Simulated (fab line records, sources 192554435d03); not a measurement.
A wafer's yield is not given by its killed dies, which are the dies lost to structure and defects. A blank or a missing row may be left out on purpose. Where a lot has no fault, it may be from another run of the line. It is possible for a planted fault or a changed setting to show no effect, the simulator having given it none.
fab line records | flow n5Finfet
[record] lots = 7 wafers = 39
route steps=1938 shown DUMMY_GATE@237 MOL_CONTACT_COAG@581
startH: hours from the record's opening day to when the first of the lot's shown wafers began | waitH: hours elapsed since this lot's preceding step | " the same as in the row above | L1.1+2: one row covering several wafers at once | - no value, or no start was given | * or withheld: withheld | < > ~ a bound
route shown NAME@n: a module of which the file shows steps, and the number in the route of the first | usual: mean/standard deviation of fault-free wafers | same: alike in all rows | chamber/n: place in a boat | sites: per-site readings | _std_site: standard deviation of those values | _edge_site: outer sites' mean less inner sites' | radiusMm: for every site, how far away it sits from the centre of the wafer | mask NAME#n: copy n | behind: the tool/chamber that last shaped the wafer | hold: what put the lot on hold/how long, in hours/how the hold closed | device: whichever transistor did not switch (one of n, p or np) | end of line: tests run on the same wafers once the route is complete | a step with no rows: only its recipe | killed: the dies lost at the first sort to structure and to defects; this is not the yield of the wafer | map: per-die view of a wafer (x killed, . not killed, _ where there is no die)
set.NAME: the setting the step ran with; set.NAME@STEP: the setting that earlier step ran with | model.NAME: the simulator's own value behind a step, which no gauge read
one table per step and one row per wafer, for lots whose settings were changed on purpose
[[steps]]
[step N5_DUMMY_GATE_ETCH_37]
[recipe] chemistry = N2/H2 target = SOC targetDepthA = 600 overetchA = 300 tempC = 40 ionEnergyEv = 200 pressureMtorr = 30 sourceW = 840 biasW = 150 n2FlowSccm = 200 h2FlowSccm = 200
[usual] rfVppV = 525/3.2
// columns lot.wafer tool chamber startH waitH set.sourceW rfVppV
L074.1 rieDiel-02 0 48.74 0.0 840 524
L074.2 " 2 " " 840 519
L074.3 " 1 " " 840 521
L074.4 " 3 " " 716.9 557
L074.5 " 3 " " 716.9 558
L074.6 " 2 " " 716.9 546
L077.1 rieDiel-03 3 66.50 0.0 840 527
L077.2 " 0 " " 764 540
L077.3 " 1 " " 840 525
L077.4 " 2 " " 764 545
L077.5 " 2 " " 840 526
L077.6 " 1 " " 764 541
L078.1 rieDiel-03 2 70.63 0.0 840 527
L078.2 " 3 " " 749.1 547
L078.3 " 0 " " 840 524
L078.4 " 1 " " 749.1 544
L078.5 " 3 " " 840 527
L078.6 " 2 " " 749.1 547
L079.1 rieDiel-03 3 76.33 0.0 760.2 545
L079.2 " 0 " " 760.2 541
L079.3 " 2 " " 840 527
L079.4 " 1 " " 840 523
L079.5 " 0 " " 840 524
L079.6 " 1 " " 760.2 542
L082.1 rieDiel-01 3 93.48 0.0 681.2 563
L082.2 " 1 " " 681.2 566
L082.3 " 0 " " 840 527
L082.4 " 2 " " 840 520
L082.5 " 2 " " 840 520
L082.6 " 1 " " 681.2 566
L094.1 rieDiel-01 1 166.85 0.0 840 527
L094.2 " 3 " " 962.7 500
L094.3 " 2 " " 962.7 506
L094.4 " 0 " " 840 526
L094.5 " 2 " " 840 530
L094.6 " 1 " " 962.7 503
L095.1 rieDiel-02 2 172.26 0.0 840 518
L095.3 " 0 " " 840 523
L095.6 " 0 " " 840 524
[step N5_DUMMY_GATE_ETCH_31]
[recipe] chemistry = C4F6/O2 target = SiO2 maskMaterial = SOC targetDepthA = 825 timeS = 27.5 ionEnergyEv = 250 pressureMtorr = 30 sourceW = 345 biasW = 185 Ar_flow_sccm = 300 C4F6_flow_sccm = 10 O2_flow_sccm = 10
// columns lot.wafer tool chamber startH waitH set.targetDepthA model.etch.depthNm model.SOC_of_DUMMY_GATE_COAT_34.thkNm
L074.1 rieDiel-02 0 49.27 0.2 825 81.9 51.8
L074.2 " 1 " " 864.1 84.21 51.8
L074.3 " 2 " " 864.1 87.94 51
L074.4 " 3 " " 864.1 84.61 51.6
L074.5 " 1 " " 825 79.72 52
L074.6 " 0 " " 825 81.79 52
L077.1 rieDiel-03 0 66.78 0.0 825 82.02 52.2
L077.2 " 3 " " 825 81.58 51.8
L077.3 " 1 " " 729.9 72.03 53.2
L077.4 " 2 " " 729.9 72.27 52.8
L077.5 " 2 " " 729.9 72.21 53
L077.6 " 1 " " 825 81.5 52
L078.1 rieDiel-03 0 71.16 0.2 888.7 87.89 51.4
L078.2 " 3 " " 825 81.6 52
L078.3 " 2 " " 888.7 88.32 51.6
L078.4 " 1 " " 888.7 88.38 51.6
L078.5+6 " 3,0 " " 825 81.42 52.2
L079.1 rieDiel-01 0 76.61 0.0 825 80.61 52
L079.2 " 2 " " 825 81.12 52
L079.3 " 3 " " 737.4 75.07 52.6
L079.4 " 0 " " 825 81.32 52
L079.5 " 2 " " 737.4 72.57 52.6
L079.6 " 3 " " 737.4 74.66 52.6
L082.1 rieDiel-03 3 93.76 0.0 751.2 74.69 52.8
L082.2 " 0 " " 825 81.01 52.2
L082.3 " 2 " " 825 82.51 52
L082.4 " 1 " " 751.2 75.52 52.8
L082.5 " 1 " " 751.2 75.48 52.6
L082.6 " 2 " " 825 83.22 52.2
L094.1 rieDiel-03 3 167.13 0.0 825 82.98 51.6
L094.2 " 0 " " 764.3 75.68 52.2
L094.3 " 1 " " 825 83.06 51.6
L094.4 " 2 " " 764.3 76.49 52.4
L094.5 " 2 " " 764.3 76.88 52.4
L094.6 " 1 " " 825 82.51 51.6
L095.1 rieDiel-03 2 172.55 0.0 825 81.41 52
L095.3 " 1 " " 825 81.92 52
L095.6 " 2 " " 825 81.62 52
[step N5_DUMMY_GATE_ETCH_42]
[recipe] chemistry = CHF3/O2 target = SiO2 targetDepthA = 35 timeS = 31 ionEnergyEv = 30 biasW = 12 pressureMtorr = 30 sourceW = 600 Ar_flow_sccm = 200 CHF3_flow_sccm = 50 O2_flow_sccm = 5
[usual] rfVppV = 42.2/1.2
// columns lot.wafer tool chamber startH waitH set.biasW rfVppV
L074.1 rieDiel-03 0 49.88 0.2 12 41.6
L074.2 " 3 " " 12 42.4
L074.3 " 1 " " 10.81 38.7
L074.4 " 2 " " 10.81 38.6
L074.5 " 2 " " 10.81 39.6
L074.6 " 3 " " 12 43.3
L077.1 rieDiel-03 1 67.27 0.0 12 40.2
L077.2 " 3 " " 13.41 46.8
L077.3 " 2 " " 12 43.1
L077.4 " 0 " " 12 42.0
L077.5 " 3 " " 13.41 46.5
L077.6 " 2 " " 13.41 45.9
L078.1 rieDiel-01 0 71.65 0.0 14.03 47.1
L078.2 " 2 " " 12 42.7
L078.3 " 3 " " 14.03 47.5
L078.4 " 3 " " 12 40.5
L078.5 " 2 " " 12 42.6
L078.6 " 0 " " 14.03 45.8
L079.1 rieDiel-03 2 77.11 0.0 12 43.6
L079.2 " 3 " " 12 44.6
L079.3 " 0 " " 13.48 45.7
L079.4 " 1 " " 13.48 43.4
L079.5 " 1 " " 12 40.6
L079.6 " 0 " " 13.48 45.1
L082.1 rieDiel-03 3 94.26 0.0 12 43.0
L082.2 " 0 " " 13.8 46.5
L082.3 " 2 " " 12 42.6
L082.4 " 1 " " 13.8 46.3
L082.5 " 1 " " 12 42.0
L082.6 " 2 " " 13.8 47.2
L094.1 rieDiel-01 1 167.62 0.0 10.73 39.7
L094.2 " 3 " " 10.73 38.4
L094.3 " 0 " " 12 43.3
L094.4 " 2 " " 12 44.1
L094.5 " 3 " " 12 42.8
L094.6 " 2 " " 10.73 38.8
L095.1 rieDiel-02 0 173.04 0.0 12 43.5
L095.3 " 2 " " 12 42.4
L095.6 " 3 " " 12 41.7
[step N5_MOL_CONTACT_COAG_ETCH_91]
[recipe] chemistry = N2/H2 target = SOC targetDepthA = 600 overetchA = 210 maskMaterial = SiARC tempC = 40 timeS = 101.2 ionEnergyEv = 200 pressureMtorr = 30 sourceW = 840 biasW = 150 n2FlowSccm = 200 h2FlowSccm = 200
[usual] rfVppV = 523.5/2.6
// columns lot.wafer tool chamber startH waitH set.sourceW rfVppV
L074.1 rieDiel-05 3 98.52 0.0 840 525.0
L074.2 " 0 " " 956.5 501.5
L074.3 " 2 " " 840 525.3
L074.4 " 1 " " 956.5 496.8
L074.5 " 2 " " 956.5 502.2
L074.6 " 1 " " 840 520.8
L077.1 rieDiel-04 0 118.17 0.0 960.7 502.9
L077.2 " 2 " " 840 526.2
L077.3 " 3 " " 960.7 498.1
L077.4 " 1 " " 840 525.4
L077.5 " 2 " " 840 526.8
L077.6 " 1 " " 960.7 502.7
L078.1 rieDiel-04 3 122.95 0.0 840 520.9
L078.2 " 0 " " 726.9 553.1
L078.3 " 2 " " 726.9 553.1
L078.4 " 1 " " 840 524.9
L078.5 " 2 " " 840 528.4
L078.6 " 3 " " 726.9 547.5
L079.1 rieDiel-05 2 133.60 0.0 840 526.9
L079.2 " 1 " " 840 521.2
L079.3 " 3 " " 840 523.2
L079.4 " 0 " " 989 494.5
L079.5 " 2 " " 989 497.2
L079.6 " 1 " " 989 491.9
L082.1 rieDiel-04 3 145.44 0.0 726.8 547.3
L082.2 " 0 " " 726.8 553.7
L082.3 " 2 " " 840 523.8
L082.4 " 1 " " 726.8 551.7
L082.5 " 1 " " 840 524.9
L082.6 " 2 " " 840 526.2
L094.1 rieDiel-04 3 220.55 0.0 759.9 538.1
L094.2 " 2 " " 759.9 542.9
L094.3 " 0 " " 840 526.3
L094.4 " 1 " " 759.9 542.6
L094.5 " 2 " " 840 524.3
L094.6 " 3 " " 840 520.5
L095.1 rieDiel-04 0 226.66 0.0 840 526.6
L095.3 " 2 " " 840 526.4
L095.6 " 2 " " 840 525.3
[step N5_MOL_CONTACT_COAG_ETCHBACK_135]
[recipe] chemistry = CHF3 target = SiO2 targetDepthA = 250 timeS = 16.7 ionEnergyEv = 200 pressureMtorr = 30 sourceW = 610 biasW = 170 Ar_flow_sccm = 200 CHF3_flow_sccm = 50
// columns lot.wafer tool chamber startH waitH set.timeS model.SOC_of_MOL_CONTACT_COAG_COAT_75.thkNm
L074.1+4+6 rieDiel-05 3,1,1 98.61 0.0 16.7 57.4
L074.2+5 " 0,2 " " 13.65 58
L074.3 " 2 " " 13.65 57.8
L077.1 rieDiel-04 0 118.26 0.0 18.83 57
L077.2+6 " 2,1 " " 16.7 57.6
L077.3 " 3 " " 16.7 57.4
L077.4+5 " 1,2 " " 18.83 57.2
L078.1 rieDiel-04 3 123.04 0.0 16.7 57.2
L078.2+3 " 0,2 " " 20.12 56.8
L078.4 " 1 " " 20.12 56.6
L078.5+6 " 2,3 " " 16.7 57.4
L079.1+3+4+5+6 rieDiel-05 2,3,0,2,1 133.69 0.0 16.7 57.2
L079.2 " 1 " " 16.7 57.4
L082.1+2 rieDiel-04 3,0 145.53 0.0 18.54 57.2
L082.3+6 " 2 " " 16.7 57.8
L082.4 " 1 " " 16.7 57.6
L082.5 " 1 " " 18.54 57.4
L094.1+3+5 rieDiel-04 3,0,2 220.64 0.0 16.7 57.4
L094.2 " 2 " " 14.02 58
L094.4+6 " 1,3 " " 14.02 57.8
L095.1+3 rieDiel-04 0,2 226.75 0.0 16.7 57
L095.6 " 2 " " 16.7 57.2
[[key]]
[split] step = N5_DUMMY_GATE_ETCH_37 setting = sourceW stated = 840 by = wafer
[response] step = N5_DUMMY_GATE_ETCH_37 reading = rfVppV change = -2.02 per = 1% r = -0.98
[split] step = N5_DUMMY_GATE_ETCH_31 setting = targetDepthA stated = 825 by = wafer
[response] step = N5_DUMMY_GATE_ETCH_31 reading = model.etch.depthNm change = +0.794 per = 1% r = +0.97
[response] step = N5_DUMMY_GATE_ETCH_31 reading = model.SOC_of_DUMMY_GATE_COAT_34.thkNm change = -0.0769 per = 1% r = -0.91
[split] step = N5_DUMMY_GATE_ETCH_42 setting = biasW stated = 12 by = wafer
[response] step = N5_DUMMY_GATE_ETCH_42 reading = rfVppV change = +0.299 per = 1% r = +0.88
[split] step = N5_MOL_CONTACT_COAG_ETCH_91 setting = sourceW stated = 840 by = wafer
[response] step = N5_MOL_CONTACT_COAG_ETCH_91 reading = rfVppV change = -1.78 per = 1% r = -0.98
[split] step = N5_MOL_CONTACT_COAG_ETCHBACK_135 setting = timeS stated = 16.7 by = wafer
[response] step = N5_MOL_CONTACT_COAG_ETCHBACK_135 reading = model.SOC_of_MOL_CONTACT_COAG_COAT_75.thkNm change = -0.0307 per = 1% r = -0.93
